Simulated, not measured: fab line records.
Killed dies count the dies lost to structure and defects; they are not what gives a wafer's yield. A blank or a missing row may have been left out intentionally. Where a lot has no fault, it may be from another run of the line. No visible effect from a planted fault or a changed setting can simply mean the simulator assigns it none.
Which of the tools did it? / flow nand_harc / 33 wafers from 11 lots sampled at 4 of the route's 1302 steps

WHAT EACH GAUGE READ, for each wafer
NHARC_P_CONTACT_CD_MEAS_12 targets a cd of 90 nm.
lot=L840; measured=day 6 01:40; on=cd_sem-01; cd_nm (nm)=90.2 88.8 90.4
lot=L842; measured=day 6 18:33; on=cd_sem-01; cd_nm (nm)=91.2 90.4 91.1
lot=L846; measured=day 8 11:34; on=cd_sem-01; cd_nm (nm)=93.7 93.3 93.5
lot=L847; measured=day 8 19:20; on=cd_sem-01; cd_nm (nm)=91.9 92.2 93.5
lot=L848; measured=day 9 02:28; on=cd_sem-03; cd_nm (nm)=92.1 91.8 92.0
lot=L856; measured=day 12 08:23; on=cd_sem-01; cd_nm (nm)=90.2 90.1 89.1
lot=L855; measured=day 12 09:19; on=cd_sem-01; cd_nm (nm)=89.5 90.1 90.5
lot=L857; measured=day 12 18:37; on=cd_sem-02; cd_nm (nm)=89.4 90.4 89.9
lot=L858; measured=day 13 03:22; on=cd_sem-01; cd_nm (nm)=89.7 90.5 90.3
lot=L859; measured=day 13 15:52; on=cd_sem-01; cd_nm (nm)=90.6 89.8 89.6
lot=L863; measured=day 15 08:40; on=cd_sem-03; cd_nm (nm)=90.1 90.6 89.9

WHICH TOOL RAN EACH LOT (tool, then ch and the chambers of the sampled wafers, then the start)
lot=L840; NHARC_P_GATE_DESCUM_93=rie_diel-11 ch 0,3, day 5 21:12; NHARC_P_GATE_RTA_64=rtp_anneal-02 ch 0, day 5 22:58; NHARC_P_CONTACT_PEB_10=litho_track-04 ch 0, day 6 01:35
lot=L842; NHARC_P_GATE_DESCUM_93=rie_diel-11 ch 0,1,3, day 6 13:57; NHARC_P_GATE_RTA_64=rtp_anneal-02 ch 0, day 6 15:49; NHARC_P_CONTACT_PEB_10=litho_track-06 ch 0, day 6 18:28
lot=L846; NHARC_P_GATE_DESCUM_93=rie_diel-11 ch 1,3, day 8 06:54; NHARC_P_GATE_RTA_64=rtp_anneal-01 ch 0, day 8 08:47; NHARC_P_CONTACT_PEB_10=litho_track-01 ch 0, day 8 11:29
lot=L847; NHARC_P_GATE_DESCUM_93=rie_diel-02 ch 0,1,2, day 8 14:34; NHARC_P_GATE_RTA_64=rtp_anneal-01 ch 0, day 8 16:14; NHARC_P_CONTACT_PEB_10=litho_track-01 ch 0, day 8 19:14
lot=L848; NHARC_P_GATE_DESCUM_93=rie_diel-04 ch 1,2,3, day 8 21:57; NHARC_P_GATE_RTA_64=rtp_anneal-02 ch 0, day 8 23:36; NHARC_P_CONTACT_PEB_10=litho_track-01 ch 0, day 9 02:23
lot=L856; NHARC_P_GATE_DESCUM_93=rie_diel-11 ch 1,3, day 12 03:45; NHARC_P_GATE_RTA_64=rtp_anneal-01 ch 0, day 12 05:26; NHARC_P_CONTACT_PEB_10=litho_track-06 ch 0, day 12 08:19
lot=L855; NHARC_P_GATE_DESCUM_93=rie_diel-11 ch 1,2,3, day 12 04:43; NHARC_P_GATE_RTA_64=rtp_anneal-02 ch 0, day 12 06:25; NHARC_P_CONTACT_PEB_10=litho_track-01 ch 0, day 12 09:14
lot=L857; NHARC_P_GATE_DESCUM_93=rie_diel-04 ch 0,2, day 12 14:06; NHARC_P_GATE_RTA_64=rtp_anneal-01 ch 0, day 12 15:47; NHARC_P_CONTACT_PEB_10=litho_track-01 ch 0, day 12 18:32
lot=L858; NHARC_P_GATE_DESCUM_93=rie_diel-04 ch 0,2,3, day 12 22:50; NHARC_P_GATE_RTA_64=rtp_anneal-02 ch 0, day 13 00:32; NHARC_P_CONTACT_PEB_10=litho_track-01 ch 0, day 13 03:17
lot=L859; NHARC_P_GATE_DESCUM_93=rie_diel-11 ch 0,3, day 13 11:26; NHARC_P_GATE_RTA_64=rtp_anneal-01 ch 0, day 13 13:10; NHARC_P_CONTACT_PEB_10=litho_track-01 ch 0, day 13 15:47
lot=L863; NHARC_P_GATE_DESCUM_93=rie_diel-02 ch 0,3, day 15 04:16; NHARC_P_GATE_RTA_64=rtp_anneal-01 ch 0, day 15 05:56; NHARC_P_CONTACT_PEB_10=litho_track-01 ch 0, day 15 08:35
- NHARC_P_GATE_DESCUM_93: chemistry O2, time 3 s.
- NHARC_P_GATE_RTA_64: time 1 s.
- NHARC_P_CONTACT_PEB_10: peb time 65 s.

WHAT THE TOOLS THEMSELVES READ (means of the sampled wafers that have a number; where no wafer has one, the mark that the record gives instead)
NHARC_P_GATE_DESCUM_93.
lot=L840; tool=rie_diel-11; drypump_motor_current_A (A)=6.2; oes_product_au (a.u.)=1.003; rf_vpp_V (V)=57.2; showerhead_plenum_p_Torr (Torr)=1.87; throttle_valve_pct (%)=11.308
lot=L842; tool=rie_diel-11; drypump_motor_current_A (A)=5.8; oes_product_au (a.u.)=0.999; rf_vpp_V (V)=57.9; showerhead_plenum_p_Torr (Torr)=1.90; throttle_valve_pct (%)=11.308
lot=L846; tool=rie_diel-11; drypump_motor_current_A (A)=6.0; oes_product_au (a.u.)=0.990; rf_vpp_V (V)=57.6; showerhead_plenum_p_Torr (Torr)=1.92; throttle_valve_pct (%)=11.306
lot=L847; tool=rie_diel-02; drypump_motor_current_A (A)=6.1; oes_product_au (a.u.)=1.001; rf_vpp_V (V)=57.3; showerhead_plenum_p_Torr (Torr)=1.99; throttle_valve_pct (%)=11.311
lot=L848; tool=rie_diel-04; drypump_motor_current_A (A)=5.8; oes_product_au (a.u.)=0.997; rf_vpp_V (V)=57.6; showerhead_plenum_p_Torr (Torr)=1.95; throttle_valve_pct (%)=11.312
lot=L856; tool=rie_diel-11; drypump_motor_current_A (A)=6.0; oes_product_au (a.u.)=0.995; rf_vpp_V (V)=56.9; showerhead_plenum_p_Torr (Torr)=1.91; throttle_valve_pct (%)=11.315
lot=L855; tool=rie_diel-11; drypump_motor_current_A (A)=5.8; oes_product_au (a.u.)=0.993; rf_vpp_V (V)=56.9; showerhead_plenum_p_Torr (Torr)=1.94; throttle_valve_pct (%)=11.311
lot=L857; tool=rie_diel-04; drypump_motor_current_A (A)=6.2; oes_product_au (a.u.)=0.990; rf_vpp_V (V)=58.2; showerhead_plenum_p_Torr (Torr)=1.99; throttle_valve_pct (%)=11.311
lot=L858; tool=rie_diel-04; drypump_motor_current_A (A)=6.2; oes_product_au (a.u.)=0.998; rf_vpp_V (V)=58.2; showerhead_plenum_p_Torr (Torr)=2.00; throttle_valve_pct (%)=11.319
lot=L859; tool=rie_diel-11; drypump_motor_current_A (A)=5.9; oes_product_au (a.u.)=0.995; rf_vpp_V (V)=57.1; showerhead_plenum_p_Torr (Torr)=1.85; throttle_valve_pct (%)=11.313
lot=L863; tool=rie_diel-02; drypump_motor_current_A (A)=6.1; oes_product_au (a.u.)=1.002; rf_vpp_V (V)=58.4; showerhead_plenum_p_Torr (Torr)=1.96; throttle_valve_pct (%)=11.321

NHARC_P_GATE_RTA_64.
lot=L840; tool=rtp_anneal-02; lamp_power_pct (%)=30.7; lamp_zone_4_pct (%)=30.7; lamp_zone_6_pct (%)=30.6; wafer_temp_C_max=1053.2
lot=L842; tool=rtp_anneal-02; lamp_power_pct (%)=30.7; lamp_zone_4_pct (%)=30.7; lamp_zone_6_pct (%)=30.6; wafer_temp_C_max=1053.2
lot=L846; tool=rtp_anneal-01; lamp_power_pct (%)=32.2; lamp_zone_4_pct (%)=32.1; lamp_zone_6_pct (%)=32.1; wafer_temp_C_max=1055.2
lot=L847; tool=rtp_anneal-01; lamp_power_pct (%)=32.2; lamp_zone_4_pct (%)=32.1; lamp_zone_6_pct (%)=32.1; wafer_temp_C_max=1054.0
lot=L848; tool=rtp_anneal-02; lamp_power_pct (%)=30.7; lamp_zone_4_pct (%)=30.7; lamp_zone_6_pct (%)=30.7; wafer_temp_C_max=1054.2
lot=L856; tool=rtp_anneal-01; lamp_power_pct (%)=32.1; lamp_zone_4_pct (%)=32.1; lamp_zone_6_pct (%)=32.1; wafer_temp_C_max=1054.9
lot=L855; tool=rtp_anneal-02; lamp_power_pct (%)=30.7; lamp_zone_4_pct (%)=30.7; lamp_zone_6_pct (%)=30.7; wafer_temp_C_max=1054.0
lot=L857; tool=rtp_anneal-01; lamp_power_pct (%)=32.2; lamp_zone_4_pct (%)=32.2; lamp_zone_6_pct (%)=32.1; wafer_temp_C_max=1055.2
lot=L858; tool=rtp_anneal-02; lamp_power_pct (%)=30.7; lamp_zone_4_pct (%)=30.7; lamp_zone_6_pct (%)=30.7; wafer_temp_C_max=1053.5
lot=L859; tool=rtp_anneal-01; lamp_power_pct (%)=32.1; lamp_zone_4_pct (%)=32.1; lamp_zone_6_pct (%)=32.1; wafer_temp_C_max=1055.5
lot=L863; tool=rtp_anneal-01; lamp_power_pct (%)=32.1; lamp_zone_4_pct (%)=32.1; lamp_zone_6_pct (%)=32.1; wafer_temp_C_max=1055.1

NHARC_P_CONTACT_PEB_10.
lot=L840; tool=litho_track-04; chill_plate_temp_C (C)=23.03; heater_power_total_W (W)=156.6; plate_temp_C (C)=99.91
lot=L842; tool=litho_track-06; chill_plate_temp_C (C)=23.06; heater_power_total_W (W)=156.1; plate_temp_C (C)=99.79
lot=L846; tool=litho_track-01; chill_plate_temp_C (C)=22.95; heater_power_total_W (W)=158.1; plate_temp_C (C)=100.91
lot=L847; tool=litho_track-01; chill_plate_temp_C (C)=22.96; heater_power_total_W (W)=158.1; plate_temp_C (C)=100.83
lot=L848; tool=litho_track-01; chill_plate_temp_C (C)=22.96; heater_power_total_W (W)=157.8; plate_temp_C (C)=100.72
lot=L856; tool=litho_track-06; chill_plate_temp_C (C)=23.21; heater_power_total_W (W)=156.6; plate_temp_C (C)=100.00
lot=L855; tool=litho_track-01; chill_plate_temp_C (C)=22.98; heater_power_total_W (W)=156.7; plate_temp_C (C)=100.07
lot=L857; tool=litho_track-01; chill_plate_temp_C (C)=22.94; heater_power_total_W (W)=156.5; plate_temp_C (C)=100.01
lot=L858; tool=litho_track-01; chill_plate_temp_C (C)=23.17; heater_power_total_W (W)=156.2; plate_temp_C (C)=99.94
lot=L859; tool=litho_track-01; chill_plate_temp_C (C)=22.90; heater_power_total_W (W)=156.8; plate_temp_C (C)=99.89
lot=L863; tool=litho_track-01; chill_plate_temp_C (C)=22.84; heater_power_total_W (W)=156.4; plate_temp_C (C)=99.94

THE ANSWER, worked out from the rows above alone
Rule: the usual values come from the lots themselves. Put in order of their means at a reading, lots are off if they are a third of the lots or fewer, leave a main group of 4 or more, and stand apart from it by a gap of 3 or more times the standard deviation of the main group's means; of several such gaps the widest counts. Not used: any main group whose means are identical at the precision the tables above print for the reading. Also off: a lot with no number at a reading for which 4 or more lots have one. All remaining lots with rows at the step are treated as sound. After the gauges, taken in route order, come the tools' own readings; for these a lot's mean is taken, as printed above. At the first step where some lot is off, the reading lying furthest off is the one used; lots without a number count as furthest.
Off: L846, L847, L848, at NHARC_P_CONTACT_CD_MEAS_12 (cd_nm). For the main group the mean is 90.1 nm and the standard deviation 0.33.
A tool fits if, at a process step before that reading, it ran every lot that is off, and no sound lot after the first of them. Not tried: the gauges at NHARC_P_CONTACT_CD_MEAS_12; whatever is off there is also off at NHARC_P_CONTACT_PEB_10, on other tools, and gauge error can't account for it. Of those tried, none fits.

WHAT THE SIMULATOR HAD PUT IN
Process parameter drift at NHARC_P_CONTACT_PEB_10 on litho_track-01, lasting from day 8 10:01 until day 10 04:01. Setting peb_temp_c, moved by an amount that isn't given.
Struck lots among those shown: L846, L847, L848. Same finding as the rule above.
